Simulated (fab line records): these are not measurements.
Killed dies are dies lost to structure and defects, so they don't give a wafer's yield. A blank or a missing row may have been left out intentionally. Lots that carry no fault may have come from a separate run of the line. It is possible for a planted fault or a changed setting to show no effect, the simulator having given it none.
fab line records	flow nand_harc
record: lots: 7	wafers: 21	last_day: 24
route steps=1159 shown A_STAIRCASE@736 A_SGD_CUT@747 END@1159
lots that met no fault: from a run of the same line without faults
start_h: the number of hours between the record's first day and the start of the first shown wafer of the lot	wait_h: hours from the lot's prior step to this one	" repeats the value in the row above	L1.1+2: one row covering several wafers at once	- value missing, or start not given	* or withheld: withheld	< > ~ a bound
route shown NAME@n: names a module that has steps shown in the file, with the first one's number in the route	usual: the fault-free wafers' mean and standard deviation	same: alike in all rows	chamber/n: place in a boat	sites: readings site by site	_std_site: their standard deviation	_edge_site: outer sites' mean less inner sites'	radius_mm: how far each site lies from the wafer's centre	mask NAME#n: copy n	behind: tool/chamber where the wafer was last shaped	hold: why the lot was held/for how many hours/how that ended	device: the n, p or np transistor that did not switch	end of line: at the end of the route, the tests of the same wafers	step lacking rows: just its recipe	killed: at the first sort, the dies lost to defects and structure; wafer yield is something else	map: a wafer's dies, marking killed ones x, the rest . and places with no die _
set.NAME: the setting that was run; set.NAME@STEP: the one run at that earlier step	model.NAME: the simulator's own value behind a step, which no gauge read
certain route steps with their lots: each step a table, each wafer a row
services: from which hour (start_h, from the record's first day; less than 0 if before it) a tool's chamber was out of use, for how many hours, and why
== steps ==
step: NHARC_A_STAIRCASE_SRD_154
step: NHARC_A_STAIRCASE_ETCH_403
recipe: target_depth_a: 1082	chemistry: dHF	material: SiO2
step: NHARC_A_STAIRCASE_ETCHBACK_422
recipe: target_depth_a: 400	over_etch_frac: 0.3	time_s: 74.286	ion_energy_ev: 120	ch3f_flow_sccm: 50	o2_flow_sccm: 30	ar_flow_sccm: 200	rf_w: 500	bias_w: 100	chemistry: CH3F/O2
step: NHARC_A_STAIRCASE_ETCH_423
recipe: target_depth_a: 300	chemistry: dHF	material: SiO2
step: NHARC_A_STAIRCASE_ETCHBACK_157
recipe: target_depth_a: 900	over_etch_frac: 0.3	time_s: 167.14	ion_energy_ev: 120	ch3f_flow_sccm: 50	o2_flow_sccm: 30	ar_flow_sccm: 200	rf_w: 500	bias_w: 100	chemistry: CH3F/O2
step: NHARC_A_STAIRCASE_STRIP_475
recipe: time_s: 20	o2_flow_sccm: 500	ar_flow_sccm: 0	bias_w: 0	chemistry: O2
usual: drypump_motor_current_A: 5.8/0.55	oes_product_au: 1.001/0.012	rf_vpp_V: 57.7/0.9	showerhead_plenum_p_Torr: 3.51/0.11	throttle_valve_pct: 17.038/0.01
lot.wafer	tool	chamber	start_h	wait_h	drypump_motor_current_A	oes_product_au	rf_hours_counter_h	rf_vpp_V	showerhead_plenum_p_Torr	throttle_valve_pct
L202.3	rie_diel-07	2	-	-	6.2	1.001	36	57.7	3.44	17.037
L202.6	"	1	"	"	6.6	1.006	-	57.9	3.50	17.049
L202.5	"	2	"	"	6.2	1.001	-	56.9	3.44	17.028
L203.2	rie_diel-11	0	-	-	6.2	0.990	53	58.3	3.46	17.034
L203.4	"	1	"	"	6.4	1.004	48	58.6	3.61	17.030
L203.1	"	3	"	"	5.4	0.980	52	58.2	3.39	17.049
L210.2	rie_diel-03	3	404.47	0.2	6.8	1.002	2	58.4	3.47	17.034
L210.1	"	0	"	"	5.6	0.997	2	59.0	3.65	17.049
L210.4	"	0	"	"	5.6	0.995	-	56.2	3.65	17.033
L215.2	rie_diel-11	0	-	-	6.1	0.984	15	58.0	3.45	17.044
L215.4	"	2	"	"	5.6	0.995	15	57.0	3.31	17.052
L215.5	"	3	"	"	5.4	0.993	-	55.7	3.38	17.041
L213.2	rie_diel-03	2	414.96	0.2	5.6	1.016	10	58.5	3.69	17.055
L213.5	"	2	"	"	5.7	1.017	-	57.3	3.69	17.044
L213.6	"	3	"	"	6.8	1.003	-	57.8	3.46	17.039
L216.1	rie_diel-07	0	-	-	5.3	1.011	4	56.9	3.59	17.037
L216.6	"	2	"	"	6.2	1.008	-	57.0	3.43	17.046
L216.5	"	3	"	"	5.1	1.004	-	56.8	3.52	17.039
L217.4	rie_diel-11	0	-	-	6.2	0.991	28	56.7	3.44	17.046
L217.2	"	2	"	"	5.6	0.997	30	57.2	3.30	17.046
L217.1	"	3	"	"	5.4	1.000	31	55.6	3.37	17.041
step: NHARC_A_STAIRCASE_DEP_471
recipe: target_thk_a: 1000	temp_c: 400	pressure_torr: 6.5	rf_w: 900	teos_flow_sccm: 161.4	flow_sccm: 2650	target_thk_nm: 100	gas: O2	material: SiO2
usual: heater_power_w: 570/89	throttle_valve_pct: 15.9/0.45
lot.wafer	tool	chamber	start_h	wait_h	heater_power_w	throttle_valve_pct
L202.3	pecvd-04	1	333.11	-	463	15.6
L202.6	"	1	"	"	473	15.5
L202.5	"	2	"	"	719	16.7
L203.1	pecvd-04	0	338.09	-	445	15.7
L203.2	"	2	"	"	604	16.3
L203.4	"	2	"	"	600	16.3
L210.2	pecvd-03	1	404.63	-	585	16.1
L210.1	"	2	"	"	471	15.3
L210.4	"	0	"	"	536	15.5
L215.2	pecvd-04	0	410.92	-	496	15.5
L215.4	"	0	"	"	519	15.8
L215.5	"	1	"	"	538	15.0
L213.2	pecvd-01	0	415.12	-	601	15.9
L213.6	"	1	"	"	632	16.6
L213.5	"	2	"	"	667	16.2
L216.1	pecvd-03	1	430.59	-	658	16.4
L216.6	"	1	"	"	664	16.6
L216.5	"	0	"	"	558	15.6
L217.2	pecvd-04	1	443.68	-	484	15.3
L217.1	"	2	"	"	598	16.3
L217.4	"	1	"	"	486	15.1
step: NHARC_A_STAIRCASE_CMP_472
recipe: material: SiO2
step: NHARC_A_STAIRCASE_SRD_474
step: NHARC_A_STAIRCASE_INSPECT_155
usual: raw_defect_count: 300/83
lot.wafer	tool	chamber	start_h	wait_h	raw_defect_count
L202.3	defect_inspect-02	-	333.72	0.1	347
L202.5	"	-	"	"	214
L202.6	"	-	"	"	260
L203.1	defect_inspect-02	-	338.81	0.1	389
L203.2	"	-	"	"	353
L203.4	"	-	"	"	535
L210.1	defect_inspect-02	-	405.21	0.1	253
L210.2	"	-	"	"	279
L210.4	"	-	"	"	344
L215.2	defect_inspect-01	-	411.58	0.1	281
L215.4	"	-	"	"	346
L215.5	"	-	"	"	286
L213.2	defect_inspect-02	-	415.67	0.1	313
L213.5	"	-	"	"	357
L213.6	"	-	"	"	248
L216.1	defect_inspect-01	-	431.21	0.1	305
L216.5	"	-	"	"	321
L216.6	"	-	"	"	361
L217.1	defect_inspect-01	-	444.30	0.1	283
L217.2	"	-	"	"	356
L217.4	"	-	"	"	387
step: NHARC_A_SGD_CUT_DEP_00
recipe: target_thk_a: 500	temp_c: 400	target_thk_nm: 50	flow_sccm: 200	rf_w: 450	material: SiNx
usual: heater_power_w: 724/81
lot.wafer	tool	chamber	start_h	wait_h	heater_power_w
L202.3	pecvd-03	2	333.82	0.1	618
L202.6	"	1	"	"	763
L202.5	"	2	"	"	619
L203.1	pecvd-01	2	338.88	0.1	816
L203.2	"	1	"	"	762
L203.4	"	1	"	"	736
L210.1	pecvd-01	0	405.31	0.1	711
L210.2	"	1	"	"	740
L210.4	"	1	"	"	737
L215.2	pecvd-01	0	411.70	0.1	658
L215.5	"	1	"	"	780
L215.4	"	2	"	"	797
L213.2	pecvd-01	2	415.74	0.1	773
L213.6	"	2	"	"	796
L213.5	"	0	"	"	755
L216.1	pecvd-03	1	431.37	0.2	766
L216.6	"	2	"	"	576
L216.5	"	0	"	"	760
L217.1	pecvd-03	0	444.37	0.1	745
L217.2	"	1	"	"	768
L217.4	"	1	"	"	785
step: NHARC_A_SGD_CUT_DEHYDRATE_01
recipe: temp_c: 150	time_s: 120
step: NHARC_A_SGD_CUT_HMDS_02
recipe: time_s: 30
step: NHARC_A_SGD_CUT_COAT_56
recipe: temp_c: 260	time_s: 75
step: NHARC_A_SGD_CUT_COAT_57
recipe: temp_c: 225	time_s: 65
step: NHARC_A_SGD_CUT_COAT_03
recipe: spin_rpm: 1500	resist_thk_nm: 90
step: NHARC_A_SGD_CUT_SOFTBAKE_04
recipe: temp_c: 105	time_s: 55
step: NHARC_A_SGD_CUT_EBR_05
step: NHARC_A_SGD_CUT_EXPOSE_06
recipe: na: 1.35	dose_mj: 85.59	mask_id: SGD
step: NHARC_A_SGD_CUT_PEB_07
recipe: peb_temp_c: 100	peb_time_s: 65
step: NHARC_A_SGD_CUT_DEVELOP_08
recipe: develop_time_s: 35	dev_temp_c: 23
step: NHARC_A_SGD_CUT_CD_MEAS_09
recipe: target_cd_nm: 100	landing_energy_ev: 500
usual: cd_nm: 100.0/0.55
lot.wafer	tool	chamber	start_h	wait_h	cd_nm
L202.3	cd_sem-01	0	334.52	-	100.6
L202.5	"	0	"	"	100.9
L202.6	"	0	"	"	100.6
L203.1	cd_sem-01	0	339.60	-	100.6
L203.2	"	0	"	"	100.0
L203.4	"	0	"	"	99.4
L210.1	cd_sem-03	0	406.07	-	99.7
L210.2	"	0	"	"	99.5
L210.4	"	0	"	"	100.0
L215.2	cd_sem-02	0	412.24	-	99.4
L215.4	"	0	"	"	99.2
L215.5	"	0	"	"	99.9
L213.2	cd_sem-03	0	416.55	-	99.7
L213.5	"	0	"	"	99.9
L213.6	"	0	"	"	100.0
L216.1	cd_sem-02	0	432.10	-	99.3
L216.5	"	0	"	"	99.5
L216.6	"	0	"	"	99.8
L217.1	cd_sem-03	0	444.97	-	100.3
L217.2	"	0	"	"	100.0
L217.4	"	0	"	"	101.2
step: NHARC_A_SGD_CUT_OVL_MEAS_10
usual: overlay_x_nm: -0.2/1	overlay_y_nm: -0.1/0.84
lot.wafer	tool	chamber	start_h	wait_h	overlay_x_nm	overlay_y_nm
L202.3	overlay-02	-	334.60	-	-0.3	0.4
L202.5	"	-	"	"	-0.1	-0.3
L202.6	"	-	"	"	-0.3	0.5
L203.1	overlay-02	-	339.69	-	2.4	1.1
L203.2	"	-	"	"	2.0	0.5
L203.4	"	-	"	"	2.4	0.4
L210.1	overlay-01	-	406.16	-	-0.4	-0.7
L210.2	"	-	"	"	-0.2	-1.2
L210.4	"	-	"	"	-0.6	-1.0
L215.2	overlay-01	-	412.33	-	-0.4	1.8
L215.4	"	-	"	"	0.4	1.6
L215.5	"	-	"	"	-0.1	1.6
L213.2	overlay-01	-	416.64	-	0.1	-0.5
L213.5	"	-	"	"	0.0	-0.9
L213.6	"	-	"	"	-0.2	-0.7
L216.1	overlay-01	-	432.18	-	-0.9	1.2
L216.5	"	-	"	"	-1.1	1.3
L216.6	"	-	"	"	-0.5	1.0
L217.1	overlay-02	-	445.05	-	-2.1	-1.0
L217.2	"	-	"	"	-1.0	-1.2
L217.4	"	-	"	"	-1.7	-0.9
step: NHARC_A_SGD_CUT_INSPECT_11
usual: raw_defect_count: 16/8.5
lot.wafer	tool	chamber	start_h	wait_h	raw_defect_count
L202.3	defect_inspect-01	-	334.64	0.0	13
L202.5	"	-	"	"	12
L202.6	"	-	"	"	9
L203.1	defect_inspect-02	-	339.72	0.0	27
L203.2	"	-	"	"	24
L203.4	"	-	"	"	22
L210.1	defect_inspect-02	-	406.20	0.0	30
L210.2	"	-	"	"	16
L210.4	"	-	"	"	38
L215.2	defect_inspect-01	-	412.36	0.0	8
L215.4	"	-	"	"	16
L215.5	"	-	"	"	12
L213.2	defect_inspect-01	-	416.68	0.0	34
L213.5	"	-	"	"	35
L213.6	"	-	"	"	17
L216.1	defect_inspect-01	-	432.22	0.0	8
L216.5	"	-	"	"	12
L216.6	"	-	"	"	7
L217.1	defect_inspect-02	-	445.09	0.0	17
L217.2	"	-	"	"	18
L217.4	"	-	"	"	19
step: NHARC_A_SGD_CUT_DESCUM_14
recipe: time_s: 3	o2_flow_sccm: 200	ar_flow_sccm: 0	bias_power_w: 0	chemistry: O2
step: NHARC_A_SGD_CUT_ETCH_58
recipe: target_depth_a: 390	over_etch_frac: 0.3	time_s: 65	ion_energy_ev: 80	cf4_flow_sccm: 150	ar_flow_sccm: 0	rf_w: 300	bias_w: 100	chemistry: CF4
step: NHARC_A_SGD_CUT_ETCH_59
recipe: target_depth_a: 2600	over_etch_frac: 0.25	time_s: 406.25	ion_energy_ev: 200	n2_flow_sccm: 150	h2_flow_sccm: 150	ar_flow_sccm: 0	rf_w: 400	bias_w: 150	chemistry: N2/H2
step: NHARC_A_SGD_CUT_ETCH_15
recipe: target_depth_a: 750	time_s: 64.3	ch3f_flow_sccm: 50	o2_flow_sccm: 30	ar_flow_sccm: 200	rf_w: 500	bias_w: 100	chemistry: CH3F/O2
usual: ch3f_flow_sccm: 50.02/0.15	drypump_motor_current_A: 5.8/0.53	oes_product_au: 0.967/0.017	rf_vpp_V: 264.3/1.6	showerhead_plenum_p_Torr: 2.49/0.092	throttle_valve_pct: 20.663/0.0084
lot.wafer	tool	chamber	start_h	wait_h	ch3f_flow_sccm	drypump_motor_current_A	oes_product_au	rf_hours_counter_h	rf_vpp_V	showerhead_plenum_p_Torr	throttle_valve_pct
L202.3	rie_diel-01	3	-	-	49.83	6.5	0.968	1	262.1	2.35	20.677
L202.6	"	0	"	"	50.06	6.3	0.968	-	265.9	2.57	20.648
L202.5	"	1	"	"	50.27	6.3	0.966	-	265.3	2.57	20.670
L203.2	rie_diel-10	2	-	-	50.00	5.5	0.953	16	262.1	2.47	20.672
L203.4	"	3	"	"	49.94	6.0	0.959	17	261.3	2.36	20.665
L203.1	"	1	"	"	49.94	6.1	0.986	18	263.4	2.44	20.672
L210.4	rie_diel-10	2	-	-	49.97	5.5	0.963	6	264.0	2.46	20.663
L210.1	"	0	"	"	50.18	5.8	0.965	5	263.7	2.38	20.669
L210.2	"	1	"	"	50.18	6.1	0.984	4	262.8	2.44	20.657
L215.4	rie_diel-04	0	-	-	50.05	4.8	0.993	11	264.4	2.50	20.670
L215.2	"	2	"	"	49.91	5.6	0.968	11	265.9	2.60	20.681
L215.5	"	3	"	"	50.23	6.2	0.989	-	265.3	2.56	20.668
L213.2	rie_diel-01	1	-	-	49.89	6.3	0.953	7	266.0	2.57	20.659
L213.5	"	0	"	"	49.92	6.3	0.968	-	266.5	2.57	20.670
L213.6	"	1	"	"	49.94	6.3	0.953	-	266.4	2.57	20.668
L216.1	rie_diel-04	3	-	-	50.02	6.2	0.981	13	267.2	2.56	20.685
L216.6	"	1	"	"	50.04	5.9	0.979	-	266.6	2.58	20.674
L216.5	"	2	"	"	49.83	5.6	0.966	-	264.3	2.60	20.661
L217.1	rie_diel-01	3	-	-	50.00	6.5	0.991	9	260.6	2.34	20.650
L217.2	"	1	"	"	50.10	6.3	0.963	9	266.2	2.57	20.665
L217.4	"	2	"	"	50.30	4.8	0.984	9	264.6	2.41	20.662
step: NHARC_A_SGD_CUT_ETCH_16
recipe: target_depth_a: 3105	time_s: 155.2	c4f8_flow_sccm: withheld	o2_flow_sccm: 8	ar_flow_sccm: withheld	rf_w: 600	bias_w: 800	chemistry: C4F8/O2/Ar
usual: oes_product_au: 0.975/0.015	rf_vpp_V: 724/3.7
lot.wafer	tool	chamber	start_h	wait_h	oes_product_au	rf_hours_counter_h	rf_vpp_V
L202.3	rie_diel-01	3	-	-	0.980	1	719
L202.6	"	1	"	"	0.975	-	728
L202.5	"	2	"	"	0.977	-	722
L203.4	rie_diel-10	1	-	-	0.982	18	722
L203.1	"	3	"	"	0.975	17	718
L203.2	"	0	"	"	0.988	18	720
L210.4	rie_diel-10	0	-	-	0.970	6	720
L210.2	"	1	"	"	0.985	4	723
L210.1	"	2	"	"	0.959	6	722
L215.4	rie_diel-04	2	-	-	0.998	11	728
L215.2	"	0	"	"	0.996	11	726
L215.5	"	2	"	"	0.990	-	729
L213.2	rie_diel-01	0	-	-	0.971	6	728
L213.5	"	0	"	"	0.974	-	728
L213.6	"	1	"	"	0.955	-	728
L216.1	rie_diel-04	1	-	-	0.995	12	727
L216.5	"	1	"	"	0.986	-	727
L216.6	"	2	"	"	0.970	-	730
L217.4	rie_diel-01	1	-	-	0.961	9	728
L217.1	"	3	"	"	0.988	9	719
L217.2	"	0	"	"	0.971	9	727
step: NHARC_A_SGD_CUT_STRIP_60
recipe: c4f8_flow_sccm: withheld	o2_flow_sccm: 8	ar_flow_sccm: withheld	bias_w: 0	chemistry: C4F8/O2/Ar
step: NHARC_A_SGD_CUT_STRIP_17
recipe: o2_flow_sccm: 500	ar_flow_sccm: 0	bias_w: 0	chemistry: O2
step: NHARC_A_SGD_CUT_PRECLEAN_18
recipe: time_s: *	temp_c: 50	bath_age_min: 0	chemistry: SC1
step: NHARC_A_SGD_CUT_SRD_19
step: NHARC_A_SGD_CUT_DEP_20
recipe: target_thk_a: 1500	temp_c: 65	material: SiO2
step: NHARC_A_SGD_CUT_ANNEAL_27
recipe: temp_c: 450	time_s: 1800
step: NHARC_A_SGD_CUT_CMP_21
recipe: target_thk_nm: 148.19
step: NHARC_A_SGD_CUT_THK_MEAS_22
recipe: thk_meas_gauge: ellipsometry
usual: thk_nm: 148.0/1.5
lot.wafer	tool	chamber	start_h	wait_h	thk_nm
L202.3	film_metro-02	-	342.45	0.2	147.3
L202.5	"	-	"	"	147.8
L202.6	"	-	"	"	147.6
L203.1	film_metro-01	-	346.58	0.2	148.5
L203.2	"	-	"	"	147.4
L203.4	"	-	"	"	145.3
L210.1	film_metro-01	-	412.65	0.2	149.1
L210.2	"	-	"	"	147.0
L210.4	"	-	"	"	147.3
L215.2	film_metro-01	-	418.42	0.2	151.0
L215.4	"	-	"	"	147.2
L215.5	"	-	"	"	148.0
L213.2	film_metro-02	-	422.72	0.2	148.6
L213.5	"	-	"	"	149.2
L213.6	"	-	"	"	149.1
L216.1	film_metro-02	-	437.97	0.2	148.3
L216.5	"	-	"	"	145.1
L216.6	"	-	"	"	144.5
L217.1	film_metro-01	-	451.41	0.2	150.7
L217.2	"	-	"	"	148.5
L217.4	"	-	"	"	147.6
step: NHARC_A_SGD_CUT_SRD_23
step: NHARC_A_SGD_CUT_ETCH_26
recipe: target_depth_a: 458	chemistry: dHF	material: SiO2
step: NHARC_A_SGD_CUT_ETCHBACK_24
recipe: target_depth_a: 500	over_etch_frac: 0.3	time_s: 92.857	ion_energy_ev: 120	ch3f_flow_sccm: 50	o2_flow_sccm: 30	ar_flow_sccm: 200	rf_w: 500	bias_w: 100	chemistry: CH3F/O2
usual: ch3f_flow_sccm: 50.02/0.14	drypump_motor_current_A: 5.8/0.52	oes_product_au: 0.97/0.038	rf_vpp_V: 244.8/1.5	showerhead_plenum_p_Torr: 2.49/0.092	throttle_valve_pct: 20.663/0.0089
lot.wafer	tool	chamber	start_h	wait_h	ch3f_flow_sccm	drypump_motor_current_A	oes_product_au	rf_hours_counter_h	rf_vpp_V	showerhead_plenum_p_Torr	throttle_valve_pct
L202.3	rie_diel-04	0	342.70	0.2	50.08	4.8	1.01	4	247.1	2.50	20.645
L202.6	"	2	"	"	50.10	5.7	1.01	-	247.2	2.61	20.666
L202.5	"	3	"	"	50.15	6.2	1.01	-	246.1	2.56	20.662
L203.1	rie_diel-01	3	346.80	0.1	50.14	6.5	1.01	1	243.3	2.35	20.666
L203.4	"	1	"	"	50.26	6.3	0.99	1	244.7	2.57	20.654
L203.2	"	2	"	"	50.05	4.9	1.00	1	243.4	2.41	20.661
L210.2	rie_diel-04	1	412.89	0.2	50.08	5.9	1.02	11	245.3	2.58	20.662
L210.1	"	2	"	"	50.16	5.7	1.00	11	246.3	2.60	20.675
L210.4	"	3	"	"	50.06	6.2	1.00	11	245.1	2.56	20.671
L215.4	rie_diel-01	0	418.67	0.2	50.07	6.3	0.99	6	244.3	2.57	20.665
L215.2	"	1	"	"	49.74	6.3	0.98	7	246.2	2.57	20.656
L215.5	"	2	"	"	50.26	4.9	0.99	-	242.8	2.41	20.676
L213.2	rie_diel-01	1	422.97	0.2	50.04	6.3	0.92	7	246.1	2.57	20.656
L213.5	"	3	"	"	50.02	6.4	0.94	-	242.9	2.34	20.659
L213.6	"	0	"	"	50.01	6.4	0.93	-	244.9	2.57	20.651
L216.1	rie_diel-01	0	438.27	0.2	50.21	6.4	1.01	8	247.7	2.57	20.658
L216.6	"	3	"	"	49.93	6.5	1.01	-	242.5	2.34	20.663
L216.5	"	0	"	"	50.17	6.3	1.00	-	244.9	2.57	20.660
L217.4	rie_diel-01	0	451.64	0.1	50.08	6.4	0.93	9	246.5	2.57	20.660
L217.2	"	2	"	"	49.95	4.9	0.93	9	244.6	2.41	20.654
L217.1	"	3	"	"	49.69	6.4	0.94	9	242.7	2.34	20.650
step: NHARC_END_SORT_01
recipe: temp_c: 25
usual: killed_at_array: 26/10	killed_at_other: 0.5/0.87	killed_at_periphery: 3.0/2.5	killed_dies: 29/11	killed_open: 3.3/1.9	killed_short: 1.8/1.5
same: gross_dies: 677
lot.wafer	tool	chamber	start_h	wait_h	killed_at_array	killed_at_other	killed_at_periphery	killed_dies	killed_open	killed_short
L210.1	prober-02	0	534.24	2.5	189	1	5	195	3	3
L210.2	prober-02	0	535.03	2.8	15	0	4	19	2	2
L210.4	prober-02	0	536.60	3.4	34	1	6	41	4	3
L215.2	prober-02	0	550.90	2.8	152	2	1	155	4	3
L213.5	prober-01	0	561.09	3.7	185	0	3	188	3	1
killed by level:class
L210.1 A_SGD_CUT:area_dep=158 A_CHANNEL_HOLE_D1:chamber_film_flake=21 A_STAIRCASE:chamber_film_flake=3 A_CHANNEL_FILL_D1:geometric_particle:short=2 P_STI:chamber_film_flake=2 A_CONTACT:chamber_film_flake=2 P_GATE:geometric_particle:open=1 P_M0:geometric_particle:open=1
L210.2 A_CHANNEL_HOLE_D1:chamber_film_flake=10 P_GATE:chamber_film_flake=2 A_ONON_D1:geometric_particle:short=1 A_WL_FILL:geometric_particle:short=1 A_WL_FILL:geometric_particle:open=1 A_M0:geometric_particle:open=1 P_ZERO_WELL:chamber_film_flake=1 P_BONDPAD:chamber_film_flake=1
L210.4 A_CHANNEL_HOLE_D1:chamber_film_flake=22 A_STAIRCASE:chamber_film_flake=3 A_CONTACT:chamber_film_flake=3 P_GATE:chamber_film_flake=2 P_GATE:geometric_particle:short=1 P_M0:geometric_particle:open=1 A_ONON_D1:geometric_particle:open=1 A_CHANNEL_FILL_D1:geometric_particle:short=1
L215.2 A_SGD_CUT:area_dep=117 A_SLIT:chamber_film_flake=15 A_CHANNEL_HOLE_D1:chamber_film_flake=4 A_CONTACT:chamber_film_flake=4 A_M0:chamber_film_flake=3 A_CONTACT:geometric_particle:open=2 A_STAIRCASE:chamber_film_flake=2 THIN_TSV:chamber_film_flake=2
L213.5 A_SGD_CUT:area_dep=151 A_CHANNEL_HOLE_D1:chamber_film_flake=21 A_STAIRCASE:chamber_film_flake=5 A_CONTACT:chamber_film_flake=5 P_STI:chamber_film_flake=2 P_GATE:geometric_particle:open=1 A_SOURCE_PLATE:geometric_particle:short=1 A_CHANNEL_FILL_D1:geometric_particle:open=1
map L210.1 (x killed, . not)
____________.____________
_________......._________
_______....x......_______
______.............______
_____x.xxx.....x...._____
____x.....x..x.......____
____..xx.x....x......____
___..........x..x.x...___
___......x..x...xx....___
__..x...x...x..x...x...__
__...x.xxxx..xx........__
_....x.x.xx.x.x...x....._
_..........x.xxxx......._
_xx...xxxxxx.xxx..x..x.._
_.x.x.x.x...xx..xx..x..._
_......x.x.xxxx.x...x..._
..x..xxxxx.xxx.x.xxx.....
....x..xxxxxxx..xxx..x...
..x..x..xxxx.x...x.......
....x...x.x.xx.xx........
...x.xx.xx.xxxxxxx.......
_....x.xx.x..xx..x......_
_....xxx.xxxxx.xxx.x...._
_.....xxxxx.xxxx......x._
_...x.xx.xx....x.xx..x.._
_......xx.x.x..xx.x..x.._
__.x..xx.xxx.xxxx......__
__.........x...xx......__
___..x...x.xx.xx.x....___
___.....x.............___
____......x...x......____
____.................____
_____..............._____
______.............______
_______..........._______
_________......._________
____________.____________
map L213.5 (x killed, . not)
____________.____________
_________x..x..x_________
_______..xx..x...._______
______x....x...x..x______
_____....x.xxx....x._____
____..x...x.......x..____
____......xx.xxx.....____
___...x....x.x........___
___..x..xx.x.x.xx...x.___
__...xxx.xx.xx..x....x.__
__..x.x..xxxxxxx.......__
_......xx.x....x.xxx...x_
_x.....xx.xx..x........._
_......xxx...xx...x....._
_....x...x..xx...x.xx..._
_...xx....x.x..xxx..x..._
...x....x.xx.x.x.........
.x.x..x....xx.xxx........
.xx..xx.x..x....x........
..x.xx.....xx..xx.xx...x.
....x.xxxxxx.x..x...x....
_.....xx.xx.x...x..xx..x_
_.....x...x..xxx..x.x..._
_......x..x.x..xx.x....._
_......xx.x.xx.xx......._
_.x...x....xxxxxxx......_
__.........xxxxxx.x....__
__.....x.xx...xxx..x...__
___.........x.........___
___...................___
____............x.x..____
____.................____
_____.........xx...._____
______..xx.x.......______
_______..........._______
_________......._________
____________.____________
== services ==
tool	chamber	start_h	hours	kind
rie_diel-01	-	314.84	9.0	pm
rie_diel-01	0	314.84	9.0	vent_cycle
rie_diel-01	1	314.84	9.0	vent_cycle
rie_diel-10	0	322.27	9.4	repair
pecvd-01	1	328.00	3.8	repair
pecvd-04	1	335.33	24.7	repair
rie_diel-01	-	342.15	0.8	repair
rie_diel-10	3	342.63	3.3	repair
rie_diel-11	-	346.13	0.5	repair
rie_diel-03	1	350.16	4.0	repair
rie_diel-10	-	353.51	9.0	pm
rie_diel-11	-	355.38	0.4	repair
rie_diel-11	1	361.75	2.5	repair
rie_diel-10	1	365.55	6.6	repair
rie_diel-11	-	366.50	9.0	pm
pecvd-04	-	376.00	13.0	pm
rie_diel-03	-	392.47	9.0	pm
rie_diel-07	-	405.35	9.0	pm
rie_diel-01	1	405.93	4.3	repair
pecvd-01	-	418.40	13.0	pm
rie_diel-10	1	434.23	1.6	repair
pecvd-01	2	435.20	15.0	repair
rie_diel-07	3	437.54	1.3	repair
pecvd-03	-	448.93	0.7	repair
== key ==
first_sign: step: NHARC_END_SORT_01	reading: killed_at_array	direction: up	sigmas: 15	usual: 26	struck: 175
effect: step: NHARC_END_SORT_01	reading: killed_dies	direction: up	sigmas: 14	usual: 29	struck: 179
more_kills_born_at: NHARC_A_SGD_CUT_DEP_00@pecvd-01: 426
met_at NHARC_A_SGD_CUT_DEP_00
struck_wafers L210.1,L213.5,L215.2
tester_left_out L210,L213,L215
fault: kind: process_parameter_drift	tool: pecvd-01	chamber: 0	onset_h: 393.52	steps: NHARC_A_SGD_CUT_DEP_00	channel: target_thk_a	offset: *	shape: step	end_h: 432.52	acts_in: *	stated: *
tester_left_out: of these lots the tester's yield and bins aren't shown, on N5 and GAA mostly nor the transistor test; their killed dies are dies lost to structure and defects alone, not to doping, threshold or leakage, so they don't give the yield
